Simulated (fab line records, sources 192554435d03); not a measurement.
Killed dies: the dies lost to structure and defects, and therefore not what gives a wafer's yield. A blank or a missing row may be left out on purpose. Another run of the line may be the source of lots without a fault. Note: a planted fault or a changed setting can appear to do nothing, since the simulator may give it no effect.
Chamber matching ; flow n5_finfet ; N5_MOL_CONTACT_COAG_ETCHBACK_132 on rie_diel-05: 4 sister chambers
The step etches SiO2 in CHF3, target depth 10 nm, time 6.7 s. 4 wafers are shown with their chamber, then 8 later ones without.

## EACH WAFER AND ITS CHAMBER
wafer;chamber;rf_vpp_V (V)
L079.1;0;527
L080.2;3;542
L080.3;2;533
L093.1;1;506

## WAFERS WITH NO CHAMBER GIVEN
wafer;rf_vpp_V (V)
L093.2;542
L093.3;534
L093.4;527
L093.5;533
L093.6;505
L096.2;525
L096.3;534
L096.4;506

## EACH ONE'S CHAMBER
wafer;from the rows above;in truth
L093.2;3;3
L093.3;2;2
L093.4;0;0
L093.5;2;2
L093.6;1;1
L096.2;0;0
L096.3;2;2
L096.4;1;1
Correct placement for 8 of the 8. Not placeable from these rows: 0. Placed wrongly: 0.
How it was worked out, from the rows above alone: a wafer's distance from a chamber is the root of the sum, over the readings, of the square of ((its reading less the chamber's mean) divided by the reading's scatter). The wafer belongs to the nearest chamber; if the next one is less than 2 further off, it can't be placed. Each chamber's mean is taken over the wafers shown for it. The scatter (one wafer shown for each chamber): square how far every hidden wafer sits from the nearest shown wafer, average those squares and take the square root.
